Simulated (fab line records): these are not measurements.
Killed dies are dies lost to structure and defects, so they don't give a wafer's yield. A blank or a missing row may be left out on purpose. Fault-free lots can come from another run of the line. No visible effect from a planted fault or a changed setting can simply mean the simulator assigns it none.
fab line records	flow nand-harc
record lots=24	wafers=72	last-day=25
route steps=1159 shown A_CONTACT@881 A_BLC@985
lots untouched by any fault: they come from a run of this same line in which no faults occurred
start-h: hours from the record's first day to the start of the lot's first wafer shown	wait-h: hours from the lot's prior step to this one	" the same as in the row above	L1.1+2: several wafers, shown together as one row	- no value, or no start given	* or withheld: withheld	< > ~ a bound
route shown NAME@n: a module of which the file shows steps, and the number in the route of the first	usual: mean/standard deviation of fault-free wafers	same: alike in all rows	chamber/n: place in a boat	sites: per-site readings	_std_site: their standard deviation	_edge_site: mean of outer sites minus mean of inner sites	radius-mm: how far each site lies from the wafer's centre	mask NAME#n: copy n	behind: the most recent tool/chamber to have shaped the wafer	hold: why the lot was held/for how many hours/how that ended	device: whichever transistor did not switch (one of n, p or np)	end of line: the route-end tests of the same wafers	where a step has no rows: the recipe by itself	killed: the dies lost at the first sort to structure and to defects; this is not the yield of the wafer	map: per-die view of a wafer (x killed, . not killed, _ where there is no die)
set.NAME: the setting that was run; set.NAME@STEP: the one run at that earlier step	model.NAME: the simulator's own value behind a step, which no gauge read
steps of the route over a sample of lots; a table a step, a row a wafer
services: from which hour (start-h, from the record's first day; less than 0 if before it) a tool's chamber was out of use, for how many hours, and why
## steps
# step NHARC_A_CONTACT_ETCH_102
# recipe target-depth-a=700	overetch-a=70	time-s=38.5	ion-energy-ev=100	cf4-flow-sccm=80	o2-flow-sccm=20	ar-flow-sccm=0	rf-w=300	bias-w=100	chemistry=CF4/O2
# usual drypump-motor-current-A=5.6/0.43	oes-product-au=1.001/0.013	rf-vpp-V=197.1/1.4	showerhead-plenum-p-Torr=1.30/0.057	throttle-valve-pct=13.397/0.0089
# same time-s=38.5
lot.wafer	tool	chamber	start-h	wait-h	drypump-motor-current-A	oes-product-au	rf-hours-counter-h	rf-vpp-V	showerhead-plenum-p-Torr	throttle-valve-pct
L074.3	rie-diel-05	1	360.84	0.1	5.4	1.010	3	197.0	1.29	13.406
L074.2	"	2	"	"	5.6	0.981	3	194.8	1.28	13.390
L074.4	"	0	"	"	5.6	0.997	3	196.2	1.25	13.401
L077.3	rie-diel-11	2	385.07	0.1	5.1	1.004	1	197.5	1.27	13.403
L077.1	"	3	"	"	5.5	1.017	1	195.1	1.26	13.372
L077.5	"	3	"	"	5.5	1.009	-	197.1	1.27	13.396
L075.1	rie-diel-11	2	385.42	0.1	5.1	1.000	1	196.7	1.27	13.393
L075.3	"	3	"	"	5.5	1.008	1	194.2	1.26	13.387
L075.4	"	0	"	"	6.0	1.001	2	198.4	1.36	13.405
L076.3	rie-diel-05	3	388.54	0.1	5.5	1.009	10	197.9	1.28	13.384
L076.1	"	1	"	"	5.4	1.000	9	197.9	1.29	13.395
L076.6	"	2	"	"	5.6	0.971	-	197.4	1.28	13.408
L079.1	rie-diel-05	0	389.78	0.1	5.6	0.987	10	196.1	1.25	13.410
L079.4	"	2	"	"	5.6	0.962	10	195.3	1.28	13.408
L079.5	"	0	"	"	5.6	1.000	-	196.6	1.25	13.393
L078.2	rie-diel-11	2	394.86	0.1	5.1	0.993	5	196.3	1.27	13.400
L078.6	"	1	"	"	5.1	0.983	-	196.2	1.25	13.398
L078.5	"	2	"	"	5.1	0.995	-	197.2	1.27	13.407
L080.2	rie-diel-07	1	399.12	0.1	6.4	1.005	56	198.7	1.37	13.402
L080.5	"	0	"	"	5.3	1.019	-	194.6	1.24	13.396
L080.6	"	1	"	"	6.4	0.988	-	199.3	1.37	13.405
L082.2	rie-diel-05	3	424.82	0.1	5.5	1.031	15	195.9	1.28	13.405
L082.1	"	2	"	"	5.6	0.986	17	196.4	1.28	13.414
L082.6	"	3	"	"	5.5	1.026	-	196.6	1.28	13.399
L081.2	rie-diel-05	1	425.28	0.1	5.4	0.996	13	197.4	1.29	13.390
L081.6	"	1	"	"	5.4	0.989	-	197.2	1.29	13.398
L081.5	"	2	"	"	5.6	0.990	-	196.1	1.28	13.395
L083.3	rie-diel-05	0	429.56	0.1	5.6	0.999	18	196.1	1.25	13.402
L083.4	"	3	"	"	5.5	1.028	17	196.6	1.28	13.394
L083.5	"	1	"	"	5.4	0.982	-	195.7	1.29	13.390
L084.1	rie-diel-07	3	430.07	0.1	5.4	1.002	9	199.6	1.42	13.395
L084.5	"	1	"	"	6.3	1.015	-	199.4	1.37	13.396
L084.6	"	2	"	"	6.7	0.990	-	196.8	1.31	13.405
L085.2	rie-diel-11	0	437.04	0.1	6.0	0.991	22	196.0	1.35	13.407
L085.4	"	1	"	"	5.1	0.998	21	196.2	1.25	13.389
L085.3	"	2	"	"	5.1	0.998	21	197.2	1.27	13.389
L087.3	rie-diel-07	3	455.81	0.1	5.4	0.996	18	198.3	1.42	13.390
L087.2	"	0	"	"	5.3	1.023	15	199.8	1.44	13.377
L087.4	"	1	"	"	6.4	1.028	15	198.4	1.37	13.403
L086.3	rie-diel-05	1	455.83	0.1	5.4	1.011	19	198.6	1.29	13.385
L086.4	"	3	"	"	5.5	1.019	21	196.3	1.28	13.394
L086.6	"	1	"	"	5.4	1.006	-	197.4	1.29	13.397
L089.4	rie-diel-11	2	461.90	0.1	5.1	1.008	29	197.1	1.27	13.397
L089.3	"	3	"	"	5.5	1.004	31	196.7	1.26	13.389
L089.5	"	1	"	"	5.1	0.996	-	196.8	1.25	13.409
L088.2	rie-diel-07	3	462.11	0.1	5.4	0.995	20	201.2	1.42	13.399
L088.5	"	0	"	"	5.3	1.010	-	199.5	1.44	13.405
L088.6	"	1	"	"	6.4	1.018	-	198.7	1.37	13.385
L091.2	rie-diel-05	1	485.95	0.1	5.4	1.004	23	197.8	1.29	13.406
L091.3	"	2	"	"	5.6	0.988	27	197.0	1.28	13.395
L091.4	"	3	"	"	5.5	1.015	25	197.2	1.28	13.392
L090.3	rie-diel-11	2	486.18	0.1	5.1	1.004	35	196.8	1.27	13.401
L090.1	"	0	"	"	6.0	0.996	37	199.5	1.35	13.411
L090.4	"	1	"	"	5.1	0.997	35	194.7	1.25	13.393
L092.1	rie-diel-05	1	495.38	0.1	5.4	0.995	26	196.2	1.29	13.391
L092.2	"	2	"	"	5.6	0.997	27	197.0	1.28	13.398
L092.5	"	1	"	"	5.4	1.006	-	196.7	1.29	13.399
L094.3	rie-diel-07	3	502.80	0.1	5.4	0.988	28	199.0	1.41	13.401
L094.1	"	0	"	"	5.3	1.004	25	200.0	1.44	13.399
L094.5	"	0	"	"	5.3	1.010	-	198.8	1.44	13.390
L095.2	rie-diel-05	0	505.06	0.1	5.5	1.004	31	195.8	1.25	13.388
L095.4	"	2	"	"	5.6	0.982	-	197.0	1.28	13.384
L095.6	"	3	"	"	5.5	1.025	-	196.2	1.28	13.396
L096.3	rie-diel-07	3	506.84	0.1	5.4	0.998	30	199.5	1.41	13.400
L096.1	"	0	"	"	5.3	1.018	27	199.3	1.44	13.400
L096.5	"	1	"	"	6.4	1.019	-	199.0	1.36	13.391
L093.2	rie-diel-11	1	510.82	0.1	5.1	0.995	42	196.0	1.25	13.388
L093.4	"	0	"	"	6.0	0.999	44	198.4	1.35	13.404
L093.5	"	2	"	"	5.1	0.995	-	196.3	1.27	13.410
L097.2	rie-diel-11	2	513.16	0.1	5.1	0.980	44	196.5	1.26	13.396
L097.3	"	3	"	"	5.5	0.990	45	197.8	1.26	13.408
L097.4	"	0	"	"	6.0	0.997	45	199.1	1.35	13.386
# step NHARC_A_CONTACT_ETCH_75
# recipe target-depth-a=390	over-etch-frac=0.3	time-s=65	ion-energy-ev=80	cf4-flow-sccm=150	ar-flow-sccm=0	rf-w=300	bias-w=100	chemistry=CF4
# usual drypump-motor-current-A=5.6/0.39	oes-product-au=1.002/0.015	rf-vpp-V=150.6/1.1	showerhead-plenum-p-Torr=1.72/0.069	throttle-valve-pct=13.284/0.0098
# same over-etch-frac=0.3	time-s=65
lot.wafer	tool	chamber	start-h	wait-h	drypump-motor-current-A	oes-product-au	rf-hours-counter-h	rf-vpp-V	showerhead-plenum-p-Torr	throttle-valve-pct
L074.4	rie-diel-11	3	367.42	0.1	5.4	1.010	67	150.7	1.68	13.275
L074.2	"	0	"	"	6.0	0.981	65	152.7	1.80	13.281
L074.3	"	2	"	"	5.1	0.997	66	150.5	1.69	13.291
L077.3	rie-diel-05	3	388.50	0.1	5.5	1.018	10	150.8	1.70	13.282
L077.1	"	0	"	"	5.6	0.999	9	151.0	1.66	13.284
L077.5	"	0	"	"	5.6	0.993	-	150.6	1.66	13.294
L075.4	rie-diel-07	3	389.04	0.1	5.4	0.987	55	153.1	1.88	13.283
L075.3	"	1	"	"	6.4	1.003	51	151.5	1.81	13.282
L075.1	"	2	"	"	6.7	0.994	48	150.4	1.74	13.285
L076.1	rie-diel-07	3	392.25	0.1	5.4	0.993	57	152.7	1.88	13.277
L076.3	"	1	"	"	6.3	0.996	53	151.9	1.81	13.276
L076.6	"	3	"	"	5.4	0.994	-	154.3	1.88	13.293
L079.1	rie-diel-05	0	393.22	0.1	5.6	1.014	10	150.8	1.66	13.284
L079.4	"	3	"	"	5.5	1.020	11	149.2	1.70	13.274
L079.5	"	1	"	"	5.4	1.013	-	149.9	1.71	13.292
L078.2	rie-diel-05	3	398.17	0.1	5.5	1.026	12	151.5	1.70	13.267
L078.6	"	3	"	"	5.5	1.023	-	150.0	1.70	13.272
L078.5	"	0	"	"	5.6	1.004	-	150.8	1.66	13.291
L080.2	rie-diel-05	3	403.07	0.1	5.5	1.004	13	151.2	1.70	13.291
L080.5	"	2	"	"	5.6	0.977	-	150.1	1.70	13.279
L080.6	"	3	"	"	5.5	1.003	-	151.4	1.70	13.299
L082.2	rie-diel-05	1	428.10	0.1	5.4	0.985	15	148.6	1.71	13.297
L082.1	"	3	"	"	5.5	1.025	16	150.5	1.70	13.271
L082.6	"	0	"	"	5.6	1.008	-	149.3	1.66	13.287
L081.2	rie-diel-07	1	428.79	0.1	6.4	1.015	7	151.7	1.81	13.294
L081.5	"	0	"	"	5.3	1.025	-	152.1	1.91	13.290
L081.6	"	1	"	"	6.4	1.008	-	151.6	1.81	13.289
L083.3	rie-diel-05	3	433.04	0.1	5.5	1.029	17	148.9	1.70	13.277
L083.4	"	0	"	"	5.6	1.017	18	151.0	1.66	13.274
L083.5	"	2	"	"	5.6	0.994	-	150.1	1.70	13.287
L084.1	rie-diel-05	2	434.17	0.1	5.6	0.988	19	150.2	1.70	13.288
L084.6	"	0	"	"	5.6	1.008	-	149.7	1.66	13.292
L084.5	"	1	"	"	5.4	0.990	-	151.2	1.71	13.294
L085.4	rie-diel-07	1	444.30	0.1	6.3	1.021	11	151.5	1.81	13.303
L085.3	"	2	"	"	6.7	0.975	13	150.9	1.73	13.287
L085.2	"	0	"	"	5.3	1.004	10	151.6	1.91	13.282
L087.2	rie-diel-05	0	460.00	0.1	5.6	0.995	22	149.3	1.66	13.258
L087.4	"	2	"	"	5.6	0.976	23	150.1	1.70	13.303
L087.3	"	3	"	"	5.5	1.013	22	150.7	1.70	13.298
L086.3	rie-diel-05	3	461.05	0.1	5.5	1.022	22	149.9	1.70	13.286
L086.4	"	1	"	"	5.4	1.001	20	149.1	1.71	13.289
L086.6	"	0	"	"	5.6	1.008	-	149.6	1.66	13.278
L089.3	rie-diel-05	1	466.19	0.1	5.4	1.005	21	150.3	1.71	13.286
L089.4	"	2	"	"	5.6	0.989	24	149.1	1.70	13.288
L089.5	"	3	"	"	5.5	1.025	-	150.1	1.70	13.274
L088.2	rie-diel-07	0	466.61	0.2	5.3	1.013	17	152.0	1.90	13.293
L088.6	"	2	"	"	6.8	0.988	-	150.9	1.73	13.286
L088.5	"	3	"	"	5.4	0.987	-	153.8	1.87	13.292
L091.3	rie-diel-05	1	493.02	0.1	5.4	1.011	24	150.7	1.71	13.296
L091.2	"	3	"	"	5.5	1.032	26	150.5	1.69	13.284
L091.4	"	3	"	"	5.5	1.032	-	150.5	1.69	13.291
L090.3	rie-diel-05	3	493.41	0.3	5.5	1.021	27	149.1	1.69	13.280
L090.1	"	0	"	"	5.6	1.009	28	150.8	1.66	13.280
L090.4	"	1	"	"	5.4	0.999	-	151.1	1.71	13.305
L092.2	rie-diel-05	0	498.75	0.1	5.6	1.008	29	149.4	1.66	13.289
L092.1	"	1	"	"	5.4	1.005	26	150.7	1.71	13.257
L092.5	"	0	"	"	5.6	0.994	-	149.5	1.66	13.277
L094.3	rie-diel-05	0	508.16	0.1	5.6	0.998	32	150.1	1.66	13.281
L094.1	"	2	"	"	5.6	1.003	30	148.5	1.70	13.295
L094.5	"	2	"	"	5.6	0.994	-	150.5	1.70	13.290
L095.2	rie-diel-11	3	508.88	0.1	5.4	0.988	42	149.6	1.67	13.289
L095.4	"	0	"	"	6.0	0.997	43	151.8	1.79	13.293
L095.6	"	2	"	"	5.1	1.000	-	149.3	1.68	13.277
L096.3	rie-diel-05	3	510.34	0.1	5.5	1.025	32	149.0	1.69	13.294
L096.1	"	0	"	"	5.6	1.006	33	150.3	1.66	13.281
L096.5	"	3	"	"	5.5	1.024	-	150.2	1.69	13.270
L093.4	rie-diel-07	0	516.95	0.1	5.3	1.009	31	152.5	1.90	13.291
L093.2	"	2	"	"	6.8	0.993	37	150.3	1.72	13.289
L093.5	"	1	"	"	6.4	1.020	-	151.9	1.80	13.289
L097.4	rie-diel-11	1	518.91	0.1	5.1	0.994	47	150.7	1.65	13.287
L097.3	"	2	"	"	5.0	0.995	47	150.8	1.68	13.280
L097.2	"	3	"	"	5.5	1.000	47	149.5	1.67	13.297
# step NHARC_A_CONTACT_ETCH_126
# recipe source-w=withheld	pressure-mtorr=20	bias-v=1200	time-s=155	target-depth-a=9560	ar-flow-sccm=withheld	c4f8-flow-sccm=withheld	o2-flow-sccm=withheld	chemistry=C4F8/O2/Ar
# same time-s=155
lot.wafer	tool	chamber	start-h	wait-h	rf-hours-counter-h
L074.2	har-cap-etch-02	0	368.80	0.1	8
L074.3	"	0	"	"	-
L074.4	"	1	"	"	-
L077.1	har-cap-etch-03	0	390.05	0.2	84
L077.3	"	1	"	"	-
L077.5	"	1	"	"	-
L075.1	har-cap-etch-02	0	390.46	0.1	13
L075.3	"	0	"	"	-
L075.4	"	1	"	"	-
L076.1	har-cap-etch-03	0	393.82	0.2	86
L076.3	"	1	"	"	-
L076.6	"	0	"	"	-
L079.1	har-cap-etch-02	0	394.61	0.1	14
L079.4	"	1	"	"	-
L079.5	"	1	"	"	-
L078.2	har-cap-etch-03	0	399.67	0.2	88
L078.5	"	0	"	"	-
L078.6	"	1	"	"	-
L080.2	har-cap-etch-03	0	404.78	0.2	89
L080.5	"	0	"	"	-
L080.6	"	1	"	"	-
L082.1	har-cap-etch-03	0	429.49	0.1	92
L082.2	"	1	"	"	92
L082.6	"	1	"	"	-
L081.2	har-cap-etch-02	0	430.17	0.1	19
L081.6	"	0	"	"	-
L081.5	"	1	"	"	-
L083.4	har-cap-etch-01	1	434.58	0.2	-
L083.3	"	0	"	"	-
L083.5	"	1	"	"	-
L084.1	har-cap-etch-02	1	435.54	0.1	20
L084.5	"	1	"	"	-
L084.6	"	0	"	"	-
L085.2	har-cap-etch-02	0	445.70	0.1	22
L085.3	"	1	"	"	-
L085.4	"	0	"	"	-
L087.2	har-cap-etch-02	1	461.38	0.1	24
L087.3	"	1	"	"	-
L087.4	"	0	"	"	-
L086.3	har-cap-etch-03	1	462.48	0.1	-
L086.4	"	0	"	"	-
L086.6	"	0	"	"	-
L089.4	har-cap-etch-01	1	467.61	0.1	-
L089.3	"	0	"	"	-
L089.5	"	1	"	"	-
L088.2	har-cap-etch-03	0	468.15	0.2	99
L088.6	"	0	"	"	-
L088.5	"	1	"	"	-
L091.2	har-cap-etch-03	1	494.86	0.1	102
L091.4	"	1	"	"	-
L091.3	"	0	"	"	-
L090.1	har-cap-etch-01	0	495.24	0.1	74
L090.3	"	0	"	"	-
L090.4	"	1	"	"	-
L092.2	har-cap-etch-02	1	500.13	0.1	29
L092.1	"	0	"	"	29
L092.5	"	1	"	"	-
L094.1	har-cap-etch-03	0	509.74	0.1	106
L094.3	"	0	"	"	-
L094.5	"	0	"	"	-
L095.2	har-cap-etch-02	0	510.27	0.1	32
L095.4	"	0	"	"	-
L095.6	"	0	"	"	-
L096.1	har-cap-etch-03	0	511.73	0.1	107
L096.3	"	0	"	"	-
L096.5	"	0	"	"	-
L093.2	har-cap-etch-03	1	518.36	0.1	108
L093.4	"	0	"	"	-
L093.5	"	0	"	"	-
L097.2	har-cap-etch-02	1	520.85	0.1	34
L097.4	"	1	"	"	-
L097.3	"	0	"	"	-
# step NHARC_A_CONTACT_ETCH_137
# recipe source-w=withheld	pressure-mtorr=20	bias-v=3000	time-s=132	target-depth-a=12870	ar-flow-sccm=withheld	c4f8-flow-sccm=withheld	o2-flow-sccm=withheld	chemistry=C4F8/O2/Ar
# same time-s=132
lot.wafer	tool	chamber	start-h	wait-h	rf-hours-counter-h
L074.2	har-cap-etch-02	0	376.75	0.1	10
L074.4	"	0	"	"	-
L074.3	"	1	"	"	-
L075.1	har-cap-etch-03	0	397.74	0.1	87
L075.3	"	0	"	"	-
L075.4	"	1	"	"	-
L077.1	har-cap-etch-02	0	398.20	0.1	16
L077.3	"	1	"	"	-
L077.5	"	1	"	"	-
L076.1	har-cap-etch-01	0	402.02	0.1	62
L076.3	"	1	"	"	-
L076.6	"	1	"	"	-
L079.1	har-cap-etch-02	1	403.37	0.1	17
L079.4	"	0	"	"	-
L079.5	"	1	"	"	-
L078.2	har-cap-etch-01	1	407.73	0.1	63
L078.6	"	1	"	"	-
L078.5	"	0	"	"	-
L080.2	har-cap-etch-02	0	411.76	0.1	17
L080.6	"	0	"	"	-
L080.5	"	1	"	"	-
L082.1	har-cap-etch-01	0	436.81	0.1	67
L082.2	"	1	"	"	67
L082.6	"	1	"	"	-
L081.2	har-cap-etch-03	1	437.16	0.1	94
L081.5	"	0	"	"	-
L081.6	"	1	"	"	-
L083.4	har-cap-etch-01	1	446.13	0.1	-
L083.3	"	0	"	"	-
L083.5	"	1	"	"	-
L084.1	har-cap-etch-03	0	446.99	0.1	95
L084.6	"	1	"	"	-
L084.5	"	0	"	"	-
L085.2	har-cap-etch-01	1	452.02	0.1	68
L085.4	"	1	"	"	-
L085.3	"	0	"	"	-
L087.2	har-cap-etch-02	1	467.81	0.1	26
L087.4	"	0	"	"	-
L087.3	"	1	"	"	-
L086.4	har-cap-etch-02	0	469.04	0.1	-
L086.3	"	1	"	"	-
L086.6	"	0	"	"	-
L089.4	har-cap-etch-01	1	474.19	0.1	-
L089.3	"	0	"	"	-
L089.5	"	0	"	"	-
L088.2	har-cap-etch-02	0	475.08	0.1	27
L088.5	"	1	"	"	-
L088.6	"	0	"	"	-
L091.2	har-cap-etch-01	1	501.23	0.1	75
L091.4	"	1	"	"	-
L091.3	"	0	"	"	-
L090.1	har-cap-etch-02	0	501.94	0.1	30
L090.3	"	0	"	"	-
L090.4	"	1	"	"	-
L092.2	har-cap-etch-02	1	507.85	0.1	31
L092.1	"	0	"	"	31
L092.5	"	1	"	"	-
L094.1	har-cap-etch-02	0	516.59	0.1	33
L094.3	"	1	"	"	-
L094.5	"	0	"	"	-
L095.2	har-cap-etch-02	1	519.77	0.1	34
L095.4	"	0	"	"	-
L095.6	"	1	"	"	-
L096.1	har-cap-etch-03	0	520.89	0.1	110
L096.3	"	1	"	"	-
L096.5	"	0	"	"	-
L093.2	har-cap-etch-02	0	527.94	0.1	36
L093.4	"	0	"	"	-
L093.5	"	1	"	"	-
L097.2	har-cap-etch-03	1	528.25	0.1	112
L097.3	"	1	"	"	-
L097.4	"	0	"	"	-
# step NHARC_A_CONTACT_ETCH_139
# recipe source-w=withheld	pressure-mtorr=20	bias-v=400	time-s=137	target-depth-a=5900	ar-flow-sccm=withheld	c4f8-flow-sccm=11.5	o2-flow-sccm=7.2	chemistry=C4F8/O2/Ar
# same time-s=137
lot.wafer	tool	chamber	start-h	wait-h	rf-hours-counter-h
L074.2	har-cap-etch-02	0	376.99	0.1	10
L074.4	"	0	"	"	-
L074.3	"	1	"	"	-
L075.1	har-cap-etch-03	0	398.07	0.1	87
L075.3	"	0	"	"	-
L075.4	"	1	"	"	-
L077.1	har-cap-etch-02	0	398.46	0.1	16
L077.3	"	1	"	"	-
L077.5	"	1	"	"	-
L076.1	har-cap-etch-01	0	402.28	0.1	62
L076.3	"	1	"	"	-
L076.6	"	1	"	"	-
L079.1	har-cap-etch-02	1	403.63	0.1	17
L079.4	"	0	"	"	-
L079.5	"	1	"	"	-
L078.2	har-cap-etch-01	1	407.97	0.1	63
L078.6	"	1	"	"	-
L078.5	"	0	"	"	-
L080.2	har-cap-etch-02	0	412.01	0.1	18
L080.6	"	0	"	"	-
L080.5	"	1	"	"	-
L082.1	har-cap-etch-01	0	437.14	0.1	67
L082.2	"	1	"	"	67
L082.6	"	1	"	"	-
L081.2	har-cap-etch-03	1	437.42	0.1	95
L081.5	"	0	"	"	-
L081.6	"	1	"	"	-
L083.4	har-cap-etch-01	1	446.41	0.1	-
L083.3	"	0	"	"	-
L083.5	"	1	"	"	-
L084.1	har-cap-etch-03	0	447.25	0.1	95
L084.6	"	1	"	"	-
L084.5	"	0	"	"	-
L085.2	har-cap-etch-01	1	452.26	0.1	69
L085.4	"	1	"	"	-
L085.3	"	0	"	"	-
L087.2	har-cap-etch-02	1	468.08	0.1	26
L087.4	"	0	"	"	-
L087.3	"	1	"	"	-
L086.4	har-cap-etch-02	0	469.32	0.1	-
L086.3	"	1	"	"	-
L086.6	"	0	"	"	-
L089.4	har-cap-etch-01	1	474.47	0.1	-
L089.3	"	0	"	"	-
L089.5	"	0	"	"	-
L088.2	har-cap-etch-02	0	475.34	0.1	27
L088.5	"	1	"	"	-
L088.6	"	0	"	"	-
L091.2	har-cap-etch-01	1	501.47	0.1	75
L091.4	"	1	"	"	-
L091.3	"	0	"	"	-
L090.1	har-cap-etch-02	0	502.18	0.1	31
L090.3	"	0	"	"	-
L090.4	"	1	"	"	-
L092.2	har-cap-etch-02	1	508.09	0.1	31
L092.1	"	0	"	"	31
L092.5	"	1	"	"	-
L094.1	har-cap-etch-02	0	516.85	0.1	33
L094.3	"	1	"	"	-
L094.5	"	0	"	"	-
L095.2	har-cap-etch-02	1	520.01	0.1	34
L095.4	"	0	"	"	-
L095.6	"	1	"	"	-
L096.1	har-cap-etch-03	0	521.16	0.1	110
L096.3	"	1	"	"	-
L096.5	"	0	"	"	-
L093.2	har-cap-etch-02	0	528.20	0.1	36
L093.4	"	0	"	"	-
L093.5	"	1	"	"	-
L097.2	har-cap-etch-03	1	528.49	0.1	112
L097.3	"	1	"	"	-
L097.4	"	0	"	"	-
# step NHARC_A_BLC_DEGAS_30
# recipe temp-c=300	time-s=60
# usual heater-power-w=467/50
# same time-s=60
lot.wafer	tool	chamber	start-h	wait-h	heater-power-w
L074.3	pvd-sputter-03	-	394.15	-	481
L074.2	"	-	"	"	441
L074.4	"	-	"	"	443
L075.1	pvd-sputter-01	-	403.53	-	517
L075.3	"	-	"	"	358
L075.4	"	-	"	"	498
L077.3	pvd-sputter-01	-	404.31	-	364
L077.1	"	-	"	"	470
L077.5	"	-	"	"	368
L076.3	pvd-sputter-02	-	407.67	-	550
L076.1	"	-	"	"	414
L076.6	"	-	"	"	444
L079.4	pvd-sputter-01	-	409.27	-	510
L079.1	"	-	"	"	525
L079.5	"	-	"	"	500
L078.2	pvd-sputter-01	-	413.78	-	359
L078.5	"	-	"	"	515
L078.6	"	-	"	"	511
L080.2	pvd-sputter-01	-	419.18	-	505
L080.5	"	-	"	"	503
L080.6	"	-	"	"	514
L082.2	pvd-sputter-02	-	442.54	-	565
L082.1	"	-	"	"	413
L082.6	"	-	"	"	550
L081.2	pvd-sputter-01	-	442.79	-	507
L081.5	"	-	"	"	363
L081.6	"	-	"	"	512
L083.3	pvd-sputter-02	-	454.28	-	558
L083.4	"	-	"	"	460
L083.5	"	-	"	"	479
L084.1	pvd-sputter-01	-	458.75	-	495
L084.5	"	-	"	"	510
L084.6	"	-	"	"	497
L085.2	pvd-sputter-01	-	459.48	-	361
L085.3	"	-	"	"	520
L085.4	"	-	"	"	458
L087.2	pvd-sputter-03	-	473.41	-	509
L087.3	"	-	"	"	451
L087.4	"	-	"	"	449
L086.3	pvd-sputter-03	-	474.63	-	475
L086.4	"	-	"	"	468
L086.6	"	-	"	"	462
L089.3	pvd-sputter-02	-	484.88	-	400
L089.4	"	-	"	"	552
L089.5	"	-	"	"	412
L088.2	pvd-sputter-03	-	485.67	-	454
L088.6	"	-	"	"	463
L088.5	"	-	"	"	454
L091.4	pvd-sputter-03	-	509.40	-	443
L091.2	"	-	"	"	468
L091.3	"	-	"	"	526
L090.3	pvd-sputter-01	-	510.16	-	478
L090.1	"	-	"	"	510
L090.4	"	-	"	"	507
L092.2	pvd-sputter-03	-	517.99	-	458
L092.1	"	-	"	"	477
L092.5	"	-	"	"	454
L094.3	pvd-sputter-02	-	523.67	-	560
L094.1	"	-	"	"	401
L094.5	"	-	"	"	444
L095.2	pvd-sputter-03	-	525.53	-	461
L095.4	"	-	"	"	502
L095.6	"	-	"	"	442
L096.3	pvd-sputter-03	-	527.12	-	449
L096.1	"	-	"	"	466
L096.5	"	-	"	"	437
L093.4	pvd-sputter-02	-	533.78	-	464
L093.2	"	-	"	"	546
L093.5	"	-	"	"	401
L097.4	pvd-sputter-02	-	534.50	-	408
L097.3	"	-	"	"	451
L097.2	"	-	"	"	457
## services
tool	chamber	start-h	hours	kind
pvd-sputter-01	-	337.57	0.7	repair
rie-diel-05	-	341.53	9.0	pm
rie-diel-05	0	341.53	9.0	vent-cycle
rie-diel-05	1	341.53	9.0	vent-cycle
pvd-sputter-02	-	344.41	8.3	repair
rie-diel-11	-	369.76	9.0	pm
pvd-sputter-01	-	380.41	2.9	repair
pvd-sputter-02	-	392.00	10.0	pm
pvd-sputter-03	-	392.28	1.3	repair
rie-diel-05	1	402.40	9.1	repair
rie-diel-05	3	404.23	2.5	repair
rie-diel-07	-	405.52	9.0	pm
pvd-sputter-02	-	411.50	4.1	repair
pvd-sputter-03	-	458.04	10.0	pm
rie-diel-07	3	470.36	5.2	repair
pvd-sputter-01	-	473.36	1.2	repair
pvd-sputter-03	-	476.42	1.3	repair
pvd-sputter-02	-	481.35	2.7	repair
rie-diel-05	2	490.41	3.5	repair
rie-diel-05	1	500.95	8.1	repair
pvd-sputter-01	-	514.01	10.0	pm
rie-diel-05	-	518.63	9.0	pm
rie-diel-07	3	526.22	4.6	repair
pvd-sputter-01	-	527.49	1.4	repair
## key
fault none
